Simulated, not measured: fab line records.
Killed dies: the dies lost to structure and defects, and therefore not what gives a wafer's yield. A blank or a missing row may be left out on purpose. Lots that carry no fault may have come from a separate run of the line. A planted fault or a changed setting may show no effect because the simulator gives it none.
A lot that was struck, set against a sound lot	flow n5_finfet	14 out of 1938 route steps
Sound: wafers L613.3, L613.4, L613.5. Struck: wafer L634.1. At the end, the cause is stated.
Order at every step that has rows: each side's tool, ch and its chambers, its first start. Under that, the readings that differ: sound wafers	struck wafers	difference of the means	sigmas: that difference in standard deviations of wafers without a fault.
alike: same words and numbers on both sides, and readings whose means sit less than 2 such deviations apart. not compared: any withheld reading, any reading some wafer has no value for, any bound like >300 that may hide the same value, and any number with overlapping values for which the record gives no deviation.
The two part at a step that has a row with sigmas, a row that says differs or no value, or rows on one side only. Numbers that have no deviation but don't overlap get no sigmas and don't part them. A reading that every wafer of one side lacks parts them only if that side has two wafers or more.

first, 4 steps without rows for these wafers: N5_SD_EPI_P_SOFTBAKE_04 (time 60 s); N5_SD_EPI_P_EXPOSE_06 (exposes mask SD P BLK, target cd 240 nm); N5_SD_EPI_P_PEB_07 (peb time 60 s); N5_SD_EPI_P_DEVELOP_08 (develop time 30 s).
N5_SD_EPI_P_CD_MEAS_09 targets a cd of 240 nm.
  sound on cd_sem-01 ch 0, day 3 21:13; struck on cd_sem-02 ch 0, day 8 19:57
  alike: cd_nm
N5_SD_EPI_P_OVL_MEAS_10:
  sound on overlay-01 ch 0, day 3 21:14; struck on overlay-01 ch 0, day 8 19:59
  alike: SD_P_BLK_OVL
N5_SD_EPI_P_INSPECT_11: inspects for defects (macro).
  sound on defect_inspect-01 at day 3 21:16; struck on defect_inspect-01 at day 8 20:00
  alike: raw_defect_count
N5_SD_EPI_P_DESCUM_14: chemistry O2, time 7.9 s.
  sound on rie_diel-02 ch 0,1,3, day 3 21:17; struck on rie_diel-02 ch 1, day 8 20:02
reading	sound	struck	difference	sigmas
rf_vpp_V (V)	241.0 246.6 244.2	240.8	-3.1	-2
  alike: drypump_motor_current_A, oes_product_au, showerhead_plenum_p_Torr, throttle_valve_pct
  not compared: rf_hours_counter_h
N5_SD_EPI_P_ETCH_36: etches SiARC in CF4, target depth 45.5 nm, time 75.8 s.
  sound on rie_diel-02 ch 0,1,3, day 3 21:20; struck on rie_diel-02 ch 1, day 8 20:04
  alike: drypump_motor_current_A, etch_rf_on_time_s, oes_product_au, rf_vpp_V, showerhead_plenum_p_Torr, throttle_valve_pct
  not compared: rf_hours_counter_h
N5_SD_EPI_P_ETCH_37: etches SOC in N2/H2, overetch 108 nm, time 486 s.
  sound on rie_diel-02 ch 0,1,3, day 3 21:23; struck on rie_diel-02 ch 1, day 8 20:08
  alike: drypump_motor_current_A, oes_product_au, rf_vpp_V, showerhead_plenum_p_Torr, throttle_valve_pct
  not compared: rf_hours_counter_h
then, 1 step without rows for these wafers: N5_SD_EPI_P_STRIP_38 (strips in N2/H2).
N5_SD_EPI_P_ETCHBACK_46: etches SiNx in CH3F/O2, stops on SiO2, target depth 17.5 nm.
  sound on rie_diel-02 ch 0,1,3, day 3 21:43; struck on rie_diel-02 ch 1, day 8 20:27
  alike: drypump_motor_current_A, oes_f_703_au, oes_product_au, rf_vpp_V, showerhead_plenum_p_Torr, throttle_valve_pct
  not compared: rf_hours_counter_h
N5_SD_EPI_P_ETCH_47: etches SiOCN in CH3F/O2, target depth 25 nm.
  sound on rie_diel-02 ch 0,1,3, day 3 21:49; struck on rie_diel-02 ch 1, day 8 20:33
reading	sound	struck	difference	sigmas
model.etch.depth_nm (nm)	24.3 23.83 24.72	14.77	-9.51	
  alike: drypump_motor_current_A, oes_f_703_au, oes_product_au, rf_vpp_V, showerhead_plenum_p_Torr, throttle_valve_pct
  not compared: rf_hours_counter_h
N5_SD_EPI_P_ETCH_16: etches SiO2 in CHF3/O2, target depth 5 nm.
  sound on rie_diel-02 ch 0,1,3, day 3 21:55; struck on rie_diel-02 ch 1, day 8 20:39
  alike: drypump_motor_current_A, oes_f_703_au, oes_product_au, rf_vpp_V, showerhead_plenum_p_Torr, throttle_valve_pct
  not compared: rf_hours_counter_h

## WHERE THEY PART
Within this record, at N5_SD_EPI_P_DESCUM_14 only. Later steps at which nothing parts them and some readings are alike: N5_SD_EPI_P_ETCH_36, N5_SD_EPI_P_ETCH_37, N5_SD_EPI_P_ETCHBACK_46, N5_SD_EPI_P_ETCH_47, N5_SD_EPI_P_ETCH_16.

WHY: what the simulator had put in
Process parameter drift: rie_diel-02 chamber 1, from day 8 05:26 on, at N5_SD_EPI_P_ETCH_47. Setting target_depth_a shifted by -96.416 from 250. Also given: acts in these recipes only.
